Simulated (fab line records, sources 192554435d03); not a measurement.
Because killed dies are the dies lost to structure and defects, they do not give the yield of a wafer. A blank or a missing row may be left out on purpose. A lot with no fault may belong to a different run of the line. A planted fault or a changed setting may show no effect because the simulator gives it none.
The tool behind it: which one?	flow n5 finfet	8 lots, 24 wafers sampled, at 9 steps of a route of 1938

== WHAT THE GAUGES SHOWED, per wafer ==
N5_DUMMY_GATE_INSPECT_27: inspects for defects (brightfield).
lot	measured	on	raw defect count
L421	day 3 08:11	defect inspect-01	183 302 219
L427	day 4 17:13	defect inspect-01	197 172 232
L431	day 5 19:59	defect inspect-01	620 585 664
L432	day 6 06:30	defect inspect-02	701 631 581
L433	day 6 07:01	defect inspect-01	832 693 652
L438	day 7 11:51	defect inspect-01	347 208 278
L440	day 8 01:09	defect inspect-01	164 227 194
L443	day 8 17:56	defect inspect-01	376 222 279

N5_SPACER0_INSPECT_04: inspects for defects (darkfield).
lot	measured	on	raw defect count
L421	day 3 08:47	defect inspect-02	84 145 90
L427	day 4 19:00	defect inspect-02	127 79 99
L431	day 5 20:35	defect inspect-02	452 414 474
L432	day 6 07:06	defect inspect-01	499 447 463
L433	day 6 07:38	defect inspect-02	518 496 471
L438	day 7 12:27	defect inspect-01	134 85 132
L440	day 8 01:53	defect inspect-01	62 91 95
L443	day 8 18:56	defect inspect-01	149 100 118

N5_SD_EPI_N_INSPECT_11: inspects for defects (macro).
lot	measured	on	raw defect count
L421	day 3 09:15	defect inspect-01	1 2 3
L427	day 4 19:28	defect inspect-01	0 3 2
L431	day 5 21:02	defect inspect-01	>300 298 >300
L432	day 6 07:26	defect inspect-01	>300 >300 >300
L433	day 6 08:05	defect inspect-01	>300 >300 >300
L438	day 7 12:55	defect inspect-01	1 4 3
L440	day 8 02:13	defect inspect-02	1 0 1
L443	day 8 19:16	defect inspect-01	1 2 3

N5_SD_EPI_N_INSPECT_26: inspects for defects (darkfield).
lot	measured	on	raw defect count
L421	day 3 13:33	defect inspect-01	218 203 143
L427	day 4 23:27	defect inspect-01	203 133 156
L431	day 6 02:13	defect inspect-01	531 444 527
L432	day 6 13:07	defect inspect-01	549 515 541
L433	day 6 12:55	defect inspect-02	575 538 518
L438	day 7 16:58	defect inspect-01	210 148 180
L440	day 8 06:19	defect inspect-02	100 169 165
L443	day 8 23:21	defect inspect-01	191 130 195

N5_BEOL_M4_RC_MEAS_101.
lot	measured	on	DIBL_N (mV/V)	DIBL_P (mV/V)	IOFF_N (nA/um)	IOFF_P (nA/um)	ION_N (uA/um)	ION_P (uA/um)	SS_N (mV/dec)	SS_P (mV/dec)	VT_N (mV)	VT_P (mV)
L421	day 9 10:38	prober-02	37.8 42.0 34.8	36.2 40.1 33.9	0.15 0.27 0.13	0.21 0.27 0.18	666 682 680	459 458 468	71.6 73.9 71.1	72.7 74.7 72.6	250 245 252	-249 -249 -251
L427	day 10 21:10	prober-01	35.9 37.0 38.1	35.8 38.1 38.4	0.14 0.17 0.18	0.16 0.21 0.22	675 661 685	454 455 465	71.9 71.1 72.2	73.2 74.0 74.1	254 250 250	-256 -252 -254
L431	day 11 14:56	prober-01	32.7 36.4 33.4	34.8 38.2 34.6	0.12 0.18 0.12	0.18 0.23 0.18	655 670 665	459 466 460	70.9 72.2 71.6	72.7 73.1 72.6	252 249 253	-252 -249 -252
L432	day 11 17:41	prober-01	39.4 37.4 37.5	38.3 34.6 36.3	0.19 0.15 0.16	0.29 0.22 0.26	660 660 674	458 462 468	72.1 71.8 72.5	74.2 73.2 73.5	249 252 251	-245 -248 -248
L433	day 12 08:23	prober-01	35.5 33.3 35.3	35.2 32.9 34.6	0.13 0.11 0.14	0.18 0.16 0.18	650 656 665	451 459 452	71.8 70.9 71.5	73.1 72.7 73.1	252 254 253	-251 -254 -251
L438	day 13 13:35	prober-02	38.5 39.1 37.1	37.6 38.6 36.5	0.19 0.21 0.17	0.21 0.23 0.20	674 693 686	453 471 466	72.4 72.5 71.5	74.1 74.6 73.9	246 247 246	-251 -252 -253
L440	day 14 07:06	prober-01	37.4 37.4 38.9	38.4 38.9 38.7	0.16 0.17 0.18	0.22 0.25 0.24	678 667 654	468 455 452	71.0 71.4 72.4	74.4 73.9 74.9	251 253 254	-249 -247 -249
L443	day 14 16:10	prober-01	37.0 36.8 38.7	38.4 38.0 39.6	0.17 0.17 0.20	0.22 0.24 0.26	674 676 694	467 459 470	71.4 72.2 72.2	73.3 74.1 73.6	251 248 249	-250 -248 -248

== TOOL THAT RAN EACH LOT (tool first, then ch and the chambers of the sampled wafers, then the start) ==
lot	N5_DUMMY_GATE_ALD_02	N5_DUMMY_GATE_TRIM_49	N5_DUMMY_GATE_ETCH_32	N5_SPACER0_ALD_08
L421	ald sin-03 ch 0,2, day 2 18:46	rie si-04 ch 0,1,3, day 3 07:16	rie si-01 ch 0,1,2, day 3 07:42	ald sin-02 ch 0,2,3, day 3 08:38
L427	ald sin-03 ch 0,1,2, day 4 07:33	rie si-04 ch 0,1,2, day 4 16:17	rie si-01 ch 0,1,2, day 4 16:44	ald sin-04 ch 2,3, day 4 18:51
L431	ald sin-01 ch 0,2,3, day 5 10:11	rie si-04 ch 0,3, day 5 19:04	rie si-01 ch 1,2,3, day 5 19:31	ald sin-04 ch 1,2,3, day 5 20:26
L432	ald sin-03 ch 0,1,2, day 5 16:43	rie si-04 ch 1,2,3, day 6 05:17	rie si-01 ch 1,3, day 6 05:50	ald sin-01 ch 0,1,3, day 6 06:56
L433	ald sin-04 ch 1,2,3, day 5 21:06	rie si-03 ch 0,1,2, day 6 05:52	rie si-01 ch 1,2,3, day 6 06:33	ald sin-01 ch 0,3, day 6 07:29
L438	ald sin-03 ch 1,3, day 7 01:31	rie si-01 ch 0,2, day 7 10:23	rie si-03 ch 0,2, day 7 11:06	ald sin-02 ch 0,2, day 7 12:18
L440	ald sin-01 ch 0,2, day 7 14:53	rie si-04 ch 1,2,3, day 7 23:37	rie si-03 ch 0,1,2, day 8 00:18	ald sin-02 ch 0,1, day 8 01:44
L443	ald sin-04 ch 1,2,3, day 8 07:59	rie si-04 ch 2,3, day 8 16:59	rie si-01 ch 1,2,3, day 8 17:27	ald sin-04 ch 0,1,2, day 8 18:47
- N5_DUMMY_GATE_ALD_02: deposits SiO2, target thk 2 nm, pulse time 1 s.
- N5_DUMMY_GATE_TRIM_49: chemistry O2, time 29 s, target cd 14 nm.
- N5_DUMMY_GATE_ETCH_32: etches SiO2 in CF4, target depth 3.5 nm, time 3.9 s.
- N5_SPACER0_ALD_08: deposits SiNx, target thk 2 nm.

== AS READ BY THE TOOLS THEMSELVES (means over the sampled wafers that have a number; for cases with no such wafer, the mark the record gives instead) ==
N5_DUMMY_GATE_ALD_02.
lot	tool	heater power w (W)	precursor pulse height rel
L421	ald sin-03	428	1.014
L427	ald sin-03	450	0.999
L431	ald sin-01	497	0.995
L432	ald sin-03	464	0.992
L433	ald sin-04	427	1.013
L438	ald sin-03	492	1.000
L440	ald sin-01	469	0.996
L443	ald sin-04	435	1.018

N5_DUMMY_GATE_TRIM_49.
lot	tool	drypump motor current A (A)	oes product au (a.u.)	temp c (C)	throttle valve pct (%)
L421	rie si-04	6.0	1.009	19.92	8.20
L427	rie si-04	6.2	1.014	19.97	8.21
L431	rie si-04	6.1	1.025	20.06	8.24
L432	rie si-04	6.1	1.003	20.04	8.20
L433	rie si-03	5.8	0.992	20.09	8.16
L438	rie si-01	6.4	0.986	19.96	8.16
L440	rie si-04	6.1	1.010	19.98	8.21
L443	rie si-04	6.1	1.005	20.04	8.23

N5_DUMMY_GATE_ETCH_32.
lot	tool	drypump motor current A (A)	oes product au (a.u.)	throttle valve pct (%)
L421	rie si-01	5.9	0.989	21.74
L427	rie si-01	5.9	0.979	21.76
L431	rie si-01	5.6	0.989	21.75
L432	rie si-01	5.4	0.993	21.63
L433	rie si-01	5.6	0.985	21.75
L438	rie si-03	5.3	0.983	21.68
L440	rie si-03	5.8	0.990	21.76
L443	rie si-01	5.6	0.991	21.75

N5_SPACER0_ALD_08.
lot	tool	heater power w (W)
L421	ald sin-02	883
L427	ald sin-04	763
L431	ald sin-04	770
L432	ald sin-01	931
L433	ald sin-01	900
L438	ald sin-02	922
L440	ald sin-02	910
L443	ald sin-04	791

== THE ANSWER, worked out from the rows above alone ==
Rule: the usual values come from the lots themselves. Put in order of their means at a reading, lots are off if they are a third of the lots or fewer, leave a main group of 4 or more, and stand apart from it by a gap of 3 or more times the standard deviation of the main group's means; of several such gaps the widest counts. A main group is skipped when, at the precision printed for the reading in the tables above, its means are all equal. Also off: a lot with no number at a reading for which 4 or more lots have one. Any other lot the step has rows for is counted as sound. Order of review: gauges by route order, followed by the tools' own readings, for which a lot's mean as printed above is used. At the first step where some lot is off, the reading lying furthest off is the one used; lots without a number count as furthest.
Off: L431, L432, L433 (N5_SD_EPI_N_INSPECT_11, raw defect count). Without a number there: L432, L433. Main group: mean 1.8, sd 0.65.
A tool fits if, at a process step before that reading, it ran every lot that is off, and no sound lot after the first of them. Those tools and the gauges at N5_SD_EPI_N_INSPECT_11 are tried in the same way. Not one of the candidates tried fits.

== WHAT THE SIMULATOR PUT IN ==
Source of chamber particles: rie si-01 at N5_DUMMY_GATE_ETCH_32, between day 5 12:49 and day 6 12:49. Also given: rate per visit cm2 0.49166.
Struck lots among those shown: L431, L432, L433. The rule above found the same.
